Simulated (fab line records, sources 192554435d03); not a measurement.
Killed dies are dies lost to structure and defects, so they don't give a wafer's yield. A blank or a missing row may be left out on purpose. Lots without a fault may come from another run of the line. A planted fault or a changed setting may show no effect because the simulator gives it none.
A struck lot beside a sound one | flow n5_finfet | 38 steps out of a route of 1938
Sound: wafers L749.1, L749.4, L749.6. Struck: wafers L761.1, L761.2, L761.5. The cause comes at the end.
At each step with rows: each side's tool, then ch and its chambers, then its first start. Under that, the readings that differ: sound wafers | struck wafers | difference of the means | sigmas: that difference in standard deviations of wafers without a fault.
alike: readings whose means differ by less than 2 such deviations, and words and numbers that are the same on both sides. not compared: withheld readings, readings that some wafer has no value for, bounds like >300 that may hide the same value, and numbers for which the record gives no deviation and whose values overlap.
The two part at a step that has a row with sigmas, a row that says differs or no value, or rows on one side only. Numbers that don't overlap but have no deviation are shown without sigmas and don't part them. A reading that every wafer of one side lacks parts them only if that side has two wafers or more.

first, 9 steps without rows for these wafers: N5_STI_FIN_REVEAL_SRD_21 (time 30 s); N5_STI_FIN_REVEAL_OXIDATION_33 (chemistry O2 PLASMA REMOTE, time 20 s); N5_STI_FIN_REVEAL_CLEAN_19 (cleans in O3/DIW, time 120 s); N5_STI_FIN_REVEAL_SRD_23 (time 30 s); N5_STI_FIN_REVEAL_PRECLEAN_18 (cleans in SC2, time 45 s); N5_STI_FIN_REVEAL_SRD_28 (time 30 s); N5_DUMMY_GATE_PRECLEAN_00 (cleans in O3/DIW, time 60 s); N5_DUMMY_GATE_SRD_01 (time 30 s); N5_DUMMY_GATE_ALD_02 (deposits SiO2, target thk 2 nm, pulse time 1 s).
N5_DUMMY_GATE_CVD_03: deposits a-Si from SiH4, target thk 150 nm, time 8042 s.
  sound on lpcvd-01 ch 1/65,1/79,1/89, day 3 13:00; struck on lpcvd-01 ch 0/40,0/45,0/59, day 6 13:38
  alike: spike_tc_bottom_C
then, 3 steps without rows for these wafers: N5_DUMMY_GATE_PRECLEAN_46 (cleans in DIW, time 89.5 s); N5_DUMMY_GATE_SRD_47 (dry time 32 s); N5_DUMMY_GATE_CMP_04 (polishes a-Si).
N5_DUMMY_GATE_THK_MEAS_05:
  sound on film_metro-01, day 3 16:58; struck on film_metro-01, day 6 17:36
  reading     | sound          | struck         | difference | sigmas
  thk_nm (nm) | 70.8 70.3 72.0 | 41.8 39.3 39.3 | -30.9      | -28
then, 21 steps without rows for these wafers: N5_DUMMY_GATE_HM_DEP_06 (deposits SiNx from DCS/NH3, target thk 80 nm, time 5141 s); N5_DUMMY_GATE_PECVD_30 (deposits SiO2 from TEOS/O2, target thk 55 nm, time 10.8 s); N5_DUMMY_GATE_COAT_34 (time 60 s, resist thk 60 nm); N5_DUMMY_GATE_COAT_35 (time 60 s, resist thk 10 nm); N5_DUMMY_GATE_COAT_28 (time 60 s, resist thk 10 nm); N5_DUMMY_GATE_COAT_09 (resist thk 30 nm); N5_DUMMY_GATE_EBR_11; N5_DUMMY_GATE_SOFTBAKE_10 (time 60 s); N5_DUMMY_GATE_EXPOSE_12 (exposes mask GATE, target cd 25 nm); N5_DUMMY_GATE_PEB_13 (peb time 60 s); N5_DUMMY_GATE_DEVELOP_14 (develop time 30 s); N5_DUMMY_GATE_DESCUM_20 (chemistry O2, time 6.2 s); N5_DUMMY_GATE_ETCH_29 (etches underlayer in N2/H2, target depth 13 nm); N5_DUMMY_GATE_ETCH_36 (etches SiARC in CF4, target depth 13 nm); N5_DUMMY_GATE_ETCH_37 (etches SOC in N2/H2, target depth 60 nm, overetch 30 nm); N5_DUMMY_GATE_STRIP_38 (strips in N2/H2); N5_DUMMY_GATE_STRIP_39 (strips in N2/H2); N5_DUMMY_GATE_TRIM_49 (chemistry O2, time 29 s, target cd 14 nm); N5_DUMMY_GATE_STRIP_40 (strips in CF4); N5_DUMMY_GATE_ETCH_31 (etches SiO2 in C4F6/O2, target depth 82.5 nm, time 27.5 s); N5_DUMMY_GATE_STRIP_41 (strips in O2).
N5_DUMMY_GATE_ETCH_44: etches poly-Si in HBr/O2, stops on SiO2, target depth 127.5 nm.
  sound on rie_si-01 ch 2,3, day 3 22:18; struck on rie_si-05 ch 0,1,2, day 6 22:56
  reading               | sound             | struck            | difference | sigmas
  oes_product_au (a.u.) | 0.730 0.719 0.731 | 0.591 0.579 0.593 | -0.139     | -12
  alike: bias_w, drypump_motor_current_A, throttle_valve_pct
  not compared: rf_hours_counter_h
N5_SDB_THK_MEAS_31:
  sound on film_metro-02, day 5 00:18; struck on film_metro-01, day 8 00:16
  reading      | sound          | struck         | difference | sigmas
  SDB_THK (nm) | 63.0 62.5 64.2 | 35.2 34.7 34.3 | -28.5      | -26
-- the record jumps here: 8 days lie between the struck wafers' starts before and after (it left off in module SDB and takes up again in module PASSIVATION, whose first step shown is number 1936 of the route) --
N5_PASSIVATION_PROBE_49:
  the record has rows for the struck wafers here (prober-02, day 16 07:51) and none for the sound ones

WHERE THEY PART
First at N5_DUMMY_GATE_THK_MEAS_05; last, within this record, at N5_PASSIVATION_PROBE_49.

WHY: what the simulator had put in
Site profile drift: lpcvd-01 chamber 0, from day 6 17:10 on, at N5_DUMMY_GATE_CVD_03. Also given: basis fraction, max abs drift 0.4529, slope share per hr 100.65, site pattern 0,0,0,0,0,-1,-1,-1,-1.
